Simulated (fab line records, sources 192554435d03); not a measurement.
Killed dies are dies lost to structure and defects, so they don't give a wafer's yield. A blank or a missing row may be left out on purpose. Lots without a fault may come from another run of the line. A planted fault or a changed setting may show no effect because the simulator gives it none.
fab line records | flow n5_finfet
record lots=7 wafers=21
route steps=1938 shown BEOL_M6@1204 BEOL_M7@1280 BEOL_M9@1418 BEOL_M10@1494
start_h: hours from the record's first day to the start of the lot's first wafer shown | wait_h: hours since the lot's step before | " the same as in the row above | L1.1+2: a row that stands for several wafers | - no value, or no start given | * or withheld: withheld | < > ~ a bound
route shown NAME@n: a module of which the file shows steps, and the number in the route of the first | usual: mean/standard deviation of fault-free wafers | same: alike in all rows | chamber/n: place in a boat | sites: the reading at each site | _std_site: their standard deviation | _edge_site: outer sites' mean less inner sites' | radius_mm: how far each site lies from the wafer's centre | mask NAME#n: copy n | behind: the tool/chamber that last shaped the wafer | hold: why the lot was held/for how many hours/how that ended | device: the transistor (n, p or np) that didn't switch | end of line: the same wafers' tests at the end of the route | a step without rows: its recipe alone | killed: dies lost to structure and defects at the first sort, not the wafer's yield | map: a wafer's dies, x killed, . not, _ none there
set.NAME: the setting as run; set.NAME@STEP: as run at that earlier step | model.NAME: the simulator's own value behind a step, which no gauge read
lots whose settings were changed on purpose; a table a step, a row a wafer
## steps
# step N5_BEOL_M6_EXPOSE_08
# recipe mask_id=M6 na=1.35 source_shape=dipole sigma_inner=0.817 sigma_outer=0.97 polarization=te dose_mj=68.25
# columns lot.wafer tool chamber start_h wait_h mask set.dose_mj
L074.3+4 arfi_scanner-01 0 182.80 - M6#0 68.25
L074.6 " 0 " " M6#0 71.83
L075.3+4+6 arfi_scanner-03 0 185.35 - M6#0 70.68
L082.2+3+5 arfi_scanner-01 0 228.58 - M6#0 64.96
L083.1+5+6 arfi_scanner-01 0 231.87 - M6#0 68.25
L087.3+6 arfi_scanner-03 0 262.02 - M6#0 68.25
L087.4 " 0 " " M6#0 64.8
L092.4+5+6 arfi_scanner-02 0 296.04 - M6#0 68.25
L091.2+6 arfi_scanner-03 0 296.19 - M6#0 68.25
L091.4 " 0 " " M6#0 72.03
# step N5_BEOL_M6_PEB_09
# recipe peb_temp_c=withheld peb_time_s=60 resist=CAR-ArF
# step N5_BEOL_M6_DEVELOP_10
# recipe develop_time_s=30 developer=TMAH resist=CAR-ArF rinse_liquid=diw dry=air_spin dev_temp_c=23
# step N5_BEOL_M6_CD_MEAS_11
# recipe target_cd_nm=38.5 landing_energy_ev=500 detector=se_inlens polarity=opening
# usual cd_nm=38.5/0.52
# columns lot.wafer tool chamber start_h wait_h set.dose_mj@BEOL_M6_EXPOSE_08 cd_nm
L074.3 cd_sem-03 0 182.92 - 68.25 38.7
L074.4 " 0 " " 68.25 38.9
L074.6 " 0 " " 71.83 41.3
L075.3 cd_sem-02 0 185.47 - 70.68 40.0
L075.4 " 0 " " 70.68 40.7
L075.6 " 0 " " 70.68 39.8
L082.2 cd_sem-01 0 228.70 - 64.96 35.8
L082.3 " 0 " " 64.96 36.5
L082.5 " 0 " " 64.96 36.3
L083.1 cd_sem-02 0 232.00 - 68.25 38.1
L083.5 " 0 " " 68.25 38.3
L083.6 " 0 " " 68.25 39.2
L087.3 cd_sem-01 0 262.13 - 68.25 38.7
L087.4 " 0 " " 64.8 36.2
L087.6 " 0 " " 68.25 38.1
L092.4 cd_sem-02 0 296.16 - 68.25 38.6
L092.5 " 0 " " 68.25 38.7
L092.6 " 0 " " 68.25 39.0
L091.2 cd_sem-02 0 296.32 - 68.25 38.2
L091.4 " 0 " " 72.03 40.9
L091.6 " 0 " " 68.25 38.2
# step N5_BEOL_M6_DESCUM_16
# recipe chemistry=O2 time_s=7.9 source_power_w=50 bias_power_w=20 pressure_mtorr=20 rf_frequency_hz=2.712e+07 temp_c=40 resist=CAR-ArF o2_flow_sccm=225
# step N5_BEOL_M6_ETCH_61
# recipe chemistry=CF4 target=SiARC target_depth_a=455 mask_material=CAR-ArF time_s=75.8 ion_energy_ev=80 pressure_mtorr=40 source_w=545 bias_w=36 Ar_flow_sccm=100 cf4_flow_sccm=100 ends=cleared
# columns lot.wafer tool chamber start_h wait_h set.dose_mj@BEOL_M6_EXPOSE_08 model.BEOL_M6.cd_offset_nm
L074.3 rie_diel-04 0 183.40 0.0 68.25 0.2
L074.4 " 1 " " 68.25 0.8
L074.6 " 0 " " 71.83 2.8
L075.3 rie_diel-04 3 185.74 0.0 70.68 1.2
L075.4 " 0 " " 70.68 2.4
L075.6 " 0 " " 70.68 1.4
L082.2 rie_diel-05 1 228.82 0.0 64.96 -2.8
L082.3 " 2 " " 64.96 -2
L082.5 " 3 " " 64.96 -2.2
L083.1+5 rie_diel-04 2,3 232.58 0.0 68.25 -0.2
L083.6 " 2 " " 68.25 0.6
L087.3 rie_diel-05 1 262.26 0.0 68.25 0
L087.4 " 1 " " 64.8 -2.2
L087.6 " 2 " " 68.25 0.2
L092.4 rie_diel-03 1 296.27 0.0 68.25 0.2
L092.5 " 1 " " 68.25 0.4
L092.6 " 2 " " 68.25 0.6
L091.2+6 rie_diel-04 3 296.44 0.0 68.25 -0.2
L091.4 " 0 " " 72.03 2.6
# step N5_BEOL_M6_ETCH_62
# recipe chemistry=N2/H2 target=SOC target_depth_a=1100 overetch_a=220 mask_material=SiARC temp_c=40 time_s=165 ion_energy_ev=200 pressure_mtorr=30 source_w=840 bias_w=150 n2_flow_sccm=200 h2_flow_sccm=200
# columns lot.wafer tool chamber start_h wait_h set.dose_mj@BEOL_M6_EXPOSE_08 model.BEOL_M6.cd_offset_nm
L074.3 rie_diel-04 0 183.46 0.0 68.25 0
L074.4 " 1 " " 68.25 0.2
L074.6 " 0 " " 71.83 2.6
L075.3 rie_diel-04 3 185.80 0.0 70.68 1
L075.4 " 0 " " 70.68 2.2
L075.6 " 0 " " 70.68 1.2
L082.2 rie_diel-05 1 228.88 0.0 64.96 -2.8
L082.3 " 2 " " 64.96 -1.6
L082.5 " 3 " " 64.96 -2.2
L083.1 rie_diel-04 2 232.64 0.0 68.25 0
L083.5 " 3 " " 68.25 -0.4
L083.6 " 2 " " 68.25 0.6
L087.3 rie_diel-05 1 262.31 0.0 68.25 0
L087.4 " 1 " " 64.8 -2.4
L087.6 " 2 " " 68.25 0.4
L092.4+5 rie_diel-03 1 296.33 0.0 68.25 0.4
L092.6 " 2 " " 68.25 0.2
L091.2 rie_diel-04 3 296.50 0.0 68.25 -0.6
L091.4 " 0 " " 72.03 2.4
L091.6 " 3 " " 68.25 -0.4
# step N5_BEOL_M6_STRIP_68
# recipe chemistry=N2/H2 temp_c=40 n2_flow_sccm=200 h2_flow_sccm=200 rf_frequency_hz=6e+07
# step N5_BEOL_M6_STRIP_67
# recipe chemistry=CF4 resist=SiARC power_w=300 bias_power_w=75 pressure_mtorr=50 cf4_flow_sccm=150 rf_frequency_hz=6e+07
# step N5_BEOL_M6_HM_OPEN_17
# recipe chemistry=Cl2/BCl3 target_depth_a=200 overetch_a=60 target=TiN mask_material=SOC ion_energy_ev=150 pressure_mtorr=10 icp_w=1000 bias_w=126 Cl2_flow_sccm=53.25 bcl3_flow_sccm=21.75 Ar_flow_sccm=25
# step N5_BEOL_M6_STRIP_19
# recipe chemistry=O2 power_w=400 temp_c=40 pressure_mtorr=30 rf_frequency_hz=6e+07 bias_power_w=0 overash_fraction=0.2 o2_flow_sccm=225
# step N5_BEOL_M6_CD_MEAS_18
# recipe pitch_nm=80 target_cd_nm=40
# usual cd_nm=39.9/0.57
# columns lot.wafer tool chamber start_h wait_h set.dose_mj@BEOL_M6_EXPOSE_08 cd_nm
L074.3 cd_sem-01 - 183.95 0.1 68.25 40.0
L074.4 " - " " 68.25 39.9
L074.6 " - " " 71.83 42.6
L075.3 cd_sem-03 - 186.34 0.1 70.68 40.6
L075.4 " - " " 70.68 42.3
L075.6 " - " " 70.68 41.3
L082.2 cd_sem-01 - 229.32 0.1 64.96 37.0
L082.3 " - " " 64.96 38.6
L082.5 " - " " 64.96 37.6
L083.1 cd_sem-03 - 233.01 0.0 68.25 39.7
L083.5 " - " " 68.25 39.3
L083.6 " - " " 68.25 40.6
L087.3 cd_sem-01 - 262.70 0.1 68.25 39.7
L087.4 " - " " 64.8 37.7
L087.6 " - " " 68.25 40.5
L092.4 cd_sem-01 - 296.70 0.1 68.25 40.6
L092.5 " - " " 68.25 40.7
L092.6 " - " " 68.25 40.3
L091.2 cd_sem-02 - 296.87 0.1 68.25 39.1
L091.4 " - " " 72.03 42.8
L091.6 " - " " 68.25 39.3
# step N5_BEOL_M6_TRENCH_ETCH_37
# recipe chemistry=C4F6/O2 target_depth_a=944.35 target=SiCOH_lowk time_s=31.5 ion_energy_ev=250 pressure_mtorr=30 source_w=345 bias_w=185 Ar_flow_sccm=300 C4F6_flow_sccm=10 O2_flow_sccm=10
# usual rf_vpp_V=659/11
# columns lot.wafer tool chamber start_h wait_h set.source_w rf_vpp_V
L074.3 rie_diel-04 1 - - 345 662
L074.4 " 2 " " 345 652
L074.6 " 0 " " 345 676
L075.3 rie_diel-05 3 - - 345 643
L075.4 " 1 " " 345 646
L075.6 " 2 " " 293.9 711
L082.2 rie_diel-04 2 - - 397.8 607
L082.3 " 1 " " 345 663
L082.5 " 3 " " 345 683
L083.1 rie_diel-05 2 - - 345 665
L083.5 " 2 " " 345 667
L083.6 " 1 " " 345 647
L087.3 rie_diel-05 2 - - 345 667
L087.4 " 3 " " 345 643
L087.6 " 3 " " 309 680
L092.4 rie_diel-05 0 - - 345 655
L092.5 " 2 " " 345 665
L092.6 " 1 " " 345 646
L091.2 rie_diel-03 3 - - 345 670
L091.4 " 2 " " 345 668
L091.6 " 3 " " 345 670
# step N5_BEOL_M6_ETCH_41
# recipe chemistry=CH3F/O2 target=SiCN target_depth_a=297 taper_deg=2 time_s=52 ion_energy_ev=120 mask_material=TiN pressure_mtorr=30 source_w=395 bias_w=75 Ar_flow_sccm=150 CH3F_flow_sccm=30 O2_flow_sccm=20
# step N5_BEOL_M6_STRIP_80
# recipe chemistry=N2/H2 time_s=10 power_w=450 temp_c=40 pressure_mtorr=20 rf_frequency_hz=6e+07 bias_power_w=7 n2_flow_sccm=200 h2_flow_sccm=200
# step N5_BEOL_M6_PRECLEAN_42
# recipe chemistry=residue_remover time_s=60 temp_c=40
# step N5_BEOL_M6_SRD_43
# recipe time_s=30 temp_c=23 rinse_liquid=diw dry=ipa_marangoni
# step N5_BEOL_M6_CD_MEAS_35
# recipe target_cd_nm=40 target_cd_y_nm=28 polarity=opening
# usual cd_nm=40.0/0.6
# columns lot.wafer tool chamber start_h wait_h set.dose_mj@BEOL_M6_EXPOSE_08 cd_nm
L074.3 cd_sem-03 - 184.98 0.0 68.25 40.0
L074.4 " - " " 68.25 40.3
L074.6 " - " " 71.83 42.7
L075.3 cd_sem-01 - 188.92 0.0 70.68 40.4
L075.4 " - " " 70.68 42.2
L075.6 " - " " 70.68 41.2
L082.2 cd_sem-02 - 231.60 0.0 64.96 37.4
L082.3 " - " " 64.96 38.5
L082.5 " - " " 64.96 37.8
L083.1 cd_sem-03 - 234.38 0.0 68.25 40.0
L083.5 " - " " 68.25 39.8
L083.6 " - " " 68.25 40.2
L087.3 cd_sem-03 - 265.56 0.0 68.25 40.2
L087.4 " - " " 64.8 37.8
L087.6 " - " " 68.25 40.6
L092.4 cd_sem-03 - 298.62 0.0 68.25 40.2
L092.5 " - " " 68.25 40.8
L092.6 " - " " 68.25 40.0
L091.2 cd_sem-03 - 299.05 0.0 68.25 39.3
L091.4 " - " " 72.03 42.6
L091.6 " - " " 68.25 39.2
# step N5_BEOL_M7_ETCH_61
# recipe chemistry=CF4 target=SiARC target_depth_a=455 mask_material=CAR-ArF time_s=75.8 ion_energy_ev=80 pressure_mtorr=40 source_w=545 bias_w=36 Ar_flow_sccm=100 cf4_flow_sccm=100 ends=cleared
# usual etch_rf_on_time_s=75.5/1.5 rf_vpp_V=184.2/1.1
# columns lot.wafer tool chamber start_h wait_h set.source_w etch_rf_on_time_s rf_vpp_V
L074.3 rie_diel-02 2 188.87 0.0 545 76.7 185.1
L074.4 " 0 " " 545 75.8 184.7
L074.6 " 3 " " 545 77.3 182.4
L075.3 rie_diel-06 2 195.56 0.0 545 73.1 184.7
L075.4 " 1 " " 583.7 71.0 180.6
L075.6 " 3 " " 545 74.1 185.3
L082.2 rie_diel-06 0 235.67 0.0 503.9 81.9 189.3
L082.3 " 1 " " 545 74.9 182.8
L082.5 " 1 " " 545 75.5 183.4
L083.1 rie_diel-02 1 238.75 0.0 545 73.4 183.4
L083.5 " 1 " " 545 73.5 181.9
L083.6 " 2 " " 545 76.1 183.3
L087.3 rie_diel-02 1 272.01 0.0 545 73.4 183.7
L087.4 " 3 " " 545 76.6 183.0
L087.6 " 3 " " 613.9 68.8 176.1
L092.4 rie_diel-02 2 303.27 0.0 545 75.9 184.2
L092.5 " 0 " " 490.4 81.1 191.7
L092.6 " 3 " " 490.4 83.3 189.6
L091.2 rie_diel-06 3 305.60 0.0 545 75.2 185.6
L091.4 " 1 " " 491.2 83.3 192.1
L091.6 " 1 " " 491.2 83.2 190.5
# step N5_BEOL_M7_COAT_64
# recipe resist=SiARC temp_c=220 time_s=60 spin_rpm=1500 resist_thk_nm=12
# columns lot.wafer tool chamber start_h wait_h set.spin_rpm model.SiARC_of_BEOL_M7_COAT_64.thk_nm
L074.3+6 litho_track-03 0 - - 1547 11.8
L074.4 " 0 " " 1500 12
L075.3+6 litho_track-03 0 - - 1401 12.4
L075.4 " 0 " " 1500 12
L082.2+3 litho_track-03 0 - - 1606 11.6
L082.5 " 0 " " 1500 12
L083.1+5+6 litho_track-02 0 - - 1500 12
L087.3 litho_track-03 0 - - 1389 12.4
L087.4 " 0 " " 1500 12
L087.6 " 0 " " 1389 12.6
L092.4+6 litho_track-02 0 - - 1500 12
L092.5 " 0 " " 1367 12.6
L091.2+6 litho_track-03 0 - - 1500 12
L091.4 " 0 " " 1391 12.6
# step N5_BEOL_M7_COAT_71
# recipe resist=underlayer temp_c=205 time_s=60 spin_rpm=1500 resist_thk_nm=5
# step N5_BEOL_M7_COAT_22
# recipe resist=CAR-EUV spin_rpm=1500 resist_thk_nm=30
# step N5_BEOL_M7_DESCUM_33
# recipe chemistry=O2 time_s=7 source_power_w=50 bias_power_w=20 pressure_mtorr=20 rf_frequency_hz=2.712e+07 temp_c=40 resist=CAR-EUV o2_flow_sccm=225
# step N5_BEOL_M7_ETCH_72
# recipe chemistry=N2/H2 target=underlayer target_depth_a=65 mask_material=CAR-EUV time_s=5.2 ion_energy_ev=200 pressure_mtorr=30 source_w=840 bias_w=150 n2_flow_sccm=200 h2_flow_sccm=200 ends=cleared
# step N5_BEOL_M7_ETCH_65
# recipe chemistry=CF4 target=SiARC target_depth_a=156 mask_material=CAR-EUV time_s=26 ion_energy_ev=80 pressure_mtorr=40 source_w=545 bias_w=36 Ar_flow_sccm=100 cf4_flow_sccm=100 ends=cleared
# columns lot.wafer tool chamber start_h wait_h set.spin_rpm@BEOL_M7_COAT_64 model.etch.depth_nm model.CAR-EUV_of_BEOL_M7_COAT_22.thk_nm
L074.3 rie_diel-06 0 190.60 0.0 1547 11.87 11.2
L074.4 " 3 " " 1500 12.06 11.2
L074.6 " 2 " " 1547 11.84 11.2
L075.3 rie_diel-06 1 196.64 0.0 1401 12.42 11
L075.4 " 0 " " 1500 12.04 11.2
L075.6 " 3 " " 1401 12.44 10.8
L082.2 rie_diel-01 1 237.53 0.0 1606 11.59 11.6
L082.3 " 3 " " 1606 11.58 11.6
L082.5 " 0 " " 1500 12.02 11
L083.1 rie_diel-06 1 241.60 0.0 1500 12.03 11.2
L083.5 " 0 " " 1500 12.06 11.2
L083.6 " 3 " " 1500 12.05 11.2
L087.3 rie_diel-06 2 274.51 0.0 1389 12.49 10.6
L087.4 " 3 " " 1500 12.04 11
L087.6 " 2 " " 1389 12.5 10.6
L092.4 rie_diel-02 0 306.45 0.0 1500 12 11.2
L092.5 " 1 " " 1367 12.57 10.6
L092.6 " 2 " " 1500 12.05 11.2
L091.2 rie_diel-01 2 306.79 0.0 1500 12.08 11.2
L091.4 " 0 " " 1391 12.54 10.8
L091.6 " 1 " " 1500 12.06 11
# step N5_BEOL_M9_ETCH_61
# recipe chemistry=CF4 target=SiARC target_depth_a=390 mask_material=CAR-ArF time_s=65 ion_energy_ev=80 pressure_mtorr=40 source_w=545 bias_w=36 Ar_flow_sccm=100 cf4_flow_sccm=100 ends=cleared
# usual etch_rf_on_time_s=64.8/1.3 rf_vpp_V=184.0/1.1
# columns lot.wafer tool chamber start_h wait_h set.source_w etch_rf_on_time_s rf_vpp_V
L074.3 rie_diel-06 1 201.68 0.0 545 65.1 182.4
L074.4 " 2 " " 498.7 68.2 188.5
L074.6 " 1 " " 545 64.7 183.5
L075.3 rie_diel-06 2 210.23 0.0 510.8 67.3 189.2
L075.4 " 1 " " 510.8 68.9 188.6
L075.6 " 1 " " 545 65.2 182.9
L082.2 rie_diel-01 2 261.11 0.0 545 64.2 185.0
L082.3 " 0 " " 501.9 69.3 188.5
L082.5 " 2 " " 501.9 68.8 189.4
L083.1 rie_diel-01 3 261.36 0.0 545 66.9 186.5
L083.5 " 3 " " 545 66.3 183.4
L083.6 " 2 " " 545 63.8 186.1
L087.3 rie_diel-06 3 286.75 0.0 545 64.7 185.3
L087.4 " 2 " " 545 63.0 184.0
L087.6 " 0 " " 545 64.2 184.0
L091.2 rie_diel-06 1 323.13 0.0 577.4 61.3 179.8
L091.4 " 0 " " 545 64.2 183.6
L091.6 " 2 " " 577.4 59.5 180.8
L092.4 rie_diel-01 3 323.24 0.0 545 68.0 184.7
L092.5 " 0 " " 621.3 58.2 175.2
L092.6 " 2 " " 545 64.8 184.8
# step N5_BEOL_M10_COAT_63
# recipe resist=SOC temp_c=250 time_s=60 spin_rpm=1500 resist_thk_nm=100
# columns lot.wafer tool chamber start_h wait_h set.spin_rpm model.SOC_of_BEOL_M10_COAT_63.thk_nm
L074.3 litho_track-04 0 211.38 0.2 1500 100
L074.4+6 " 0 " " 1500 99.8
L075.3 litho_track-04 0 219.38 0.9 1500 99.8
L075.4 " 0 " " 1627 96
L075.6 " 0 " " 1627 95.8
L082.2 litho_track-05 0 270.55 1.7 1500 100.2
L082.3+5 " 0 " " 1500 100.6
L083.1+5+6 litho_track-05 0 270.66 0.0 1500 100
L087.3+6 litho_track-05 0 297.66 0.7 1500 100
L087.4 " 0 " " 1500 99.8
L092.4 litho_track-04 0 332.16 1.1 1500 99.6
L092.5 " 0 " " 1500 100.2
L092.6 " 0 " " 1500 99.8
L091.2 litho_track-05 0 332.17 1.3 1610 96.2
L091.4 " 0 " " 1500 99.8
L091.6 " 0 " " 1500 99.6
## key
split step=N5_BEOL_M6_EXPOSE_08 setting=dose_mj stated=68.25 by=wafer
response step=N5_BEOL_M6_CD_MEAS_11 reading=cd_nm change=+0.469 per=1% r=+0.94
response step=N5_BEOL_M6_ETCH_61 reading=model.BEOL_M6.cd_offset_nm change=+0.468 per=1% r=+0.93
response step=N5_BEOL_M6_ETCH_62 reading=model.BEOL_M6.cd_offset_nm change=+0.505 per=1% r=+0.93
response step=N5_BEOL_M6_CD_MEAS_18 reading=cd_nm change=+0.547 per=1% r=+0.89
response step=N5_BEOL_M6_CD_MEAS_35 reading=cd_nm change=+0.538 per=1% r=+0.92
split step=N5_BEOL_M6_TRENCH_ETCH_37 setting=source_w stated=345 by=wafer
response step=N5_BEOL_M6_TRENCH_ETCH_37 reading=rf_vpp_V change=-4.02 per=1% r=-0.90
split step=N5_BEOL_M7_ETCH_61 setting=source_w stated=545 by=wafer
response step=N5_BEOL_M7_ETCH_61 reading=etch_rf_on_time_s change=* per=1% r=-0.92
response step=N5_BEOL_M7_ETCH_61 reading=rf_vpp_V change=-0.623 per=1% r=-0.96
split step=N5_BEOL_M7_COAT_64 setting=spin_rpm stated=1500 by=wafer
response step=N5_BEOL_M7_COAT_64 reading=model.SiARC_of_BEOL_M7_COAT_64.thk_nm change=-0.0673 per=1% r=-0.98
response step=N5_BEOL_M7_ETCH_65 reading=model.etch.depth_nm change=-0.0619 per=1% r=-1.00
response step=N5_BEOL_M7_ETCH_65 reading=model.CAR-EUV_of_BEOL_M7_COAT_22.thk_nm change=+0.0576 per=1% r=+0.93
split step=N5_BEOL_M9_ETCH_61 setting=source_w stated=545 by=wafer
response step=N5_BEOL_M9_ETCH_61 reading=etch_rf_on_time_s change=* per=1% r=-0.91
response step=N5_BEOL_M9_ETCH_61 reading=rf_vpp_V change=-0.66 per=1% r=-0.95
split step=N5_BEOL_M10_COAT_63 setting=spin_rpm stated=1500 by=wafer
response step=N5_BEOL_M10_COAT_63 reading=model.SOC_of_BEOL_M10_COAT_63.thk_nm change=-0.468 per=1% r=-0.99
